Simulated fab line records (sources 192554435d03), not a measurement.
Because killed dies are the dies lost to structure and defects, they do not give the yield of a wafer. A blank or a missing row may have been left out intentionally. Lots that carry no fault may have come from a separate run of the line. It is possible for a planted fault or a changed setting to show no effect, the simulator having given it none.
Chamber matching | flow n5-finfet | cmp-02 running N5_MOL_CONTACT_COAG_CMP_52: 4 sister chambers
The step polishes, stops on SiO2, t overpolish 1.5 s, target thk 66.5 nm. 8 wafers are shown with their chamber, then 10 later ones without.

WAFERS WITH THEIR CHAMBER
wafer  | chamber | motor-current-A (A) | time-to-endpoint-s (s)
L086.3 | 1       | 10.6                | 12.1
L086.1 | 3       | 12.1                | 12.3
L086.6 | 1       | 10.3                | 11.4
L087.1 | 2       | 11.6                | 10.8
L087.2 | 0       | 13.7                | 13.4
L087.6 | 3       | 12.1                | 14.0
L088.1 | 0       | 13.3                | 15.3
L088.3 | 2       | 11.0                | 10.5

WAFERS WITH NO CHAMBER GIVEN
wafer  | motor-current-A (A) | time-to-endpoint-s (s)
L088.4 | 12.6                | 16.8
L088.2 | 10.3                | 13.2
L088.5 | 12.3                | 13.2
L088.6 | 12.2                | 15.8
L092.4 | 10.2                | 12.4
L092.5 | 11.2                | 11.2
L092.6 | 10.2                | 13.8
L096.3 | 10.7                | 11.7
L096.5 | 9.9                 | 15.9
L096.6 | 13.7                | 14.9

WHICH CHAMBER EACH ONE RAN IN
wafer  | from the rows above     | in truth
L088.4 | can't be placed: 0 or 3 | 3
L088.2 | 1                       | 1
L088.5 | 3                       | 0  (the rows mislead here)
L088.6 | 3                       | 3
L092.4 | 1                       | 1
L092.5 | 2                       | 2
L092.6 | 1                       | 1
L096.3 | can't be placed: 1 or 2 | 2
L096.5 | 1                       | 1
L096.6 | 0                       | 0
Placed correctly: 7 of 10. From these rows, 2 cannot be placed; in 2 the true chamber is one of the candidates. Wrongly placed: 1.
How it was worked out, from the rows above alone: a wafer's distance from a chamber is the root of the sum, over the readings, of the square of ((its reading less the chamber's mean) divided by the reading's scatter). If the next closest chamber is less than 2 further off than the closest, the wafer can't be placed; otherwise it belongs to the closest. A chamber's mean is the mean of its shown wafers. How the scatter is found: for the shown wafers, subtract from each reading the mean of its chamber, square and add these, divide the total by (wafers less chambers), then take the root.
